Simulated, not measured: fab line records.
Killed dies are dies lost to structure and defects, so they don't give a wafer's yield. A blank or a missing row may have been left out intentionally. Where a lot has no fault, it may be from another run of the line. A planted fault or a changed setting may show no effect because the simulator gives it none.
Chamber matching -- flow nand_harc -- NHARC_A_ONON_D1_DEP_33 on pecvd-02: 3 sister chambers
The step deposits SiO2, target thk 200 nm. 6 wafers are shown with their chamber, then 10 later ones without.

EACH WAFER AND ITS CHAMBER
wafer,chamber,heater_power_w (W),heater_power_outer_w (W)
L078.2,0,606,330
L085.3,0,572,322
L087.2,2,664,296
L087.4,2,652,311
L088.2,1,499,228
L088.5,1,496,237

WAFERS WHOSE CHAMBER IS MISSING
wafer,heater_power_w (W),heater_power_outer_w (W)
L088.6,486,262
L091.2,397,166
L091.3,590,322
L091.4,409,172
L093.2,497,245
L093.4,666,310
L093.5,487,235
L096.1,497,247
L096.3,697,340
L096.5,385,154

EACH ONE'S CHAMBER
wafer,from the rows above,in truth
L088.6,1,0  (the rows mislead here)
L091.2,1,1
L091.3,0,0
L091.4,1,1
L093.2,1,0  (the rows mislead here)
L093.4,2,2
L093.5,1,1
L096.1,1,1
L096.3,2,2
L096.5,1,1
8 of 10 placed correctly. From these rows, 0 cannot be placed. Placed wrongly: 2.
How it was worked out, from the rows above alone: a wafer's distance from a chamber is the root of the sum, over the readings, of the square of ((its reading less the chamber's mean) divided by the reading's scatter). The wafer belongs to the nearest chamber; if the next one is less than 2 further off, it can't be placed. The mean given for a chamber averages the wafers shown for that chamber. The scatter is the square root of a quotient: the sum, over the shown wafers, of each reading's squared deviation from its chamber's mean, divided by wafers minus chambers.
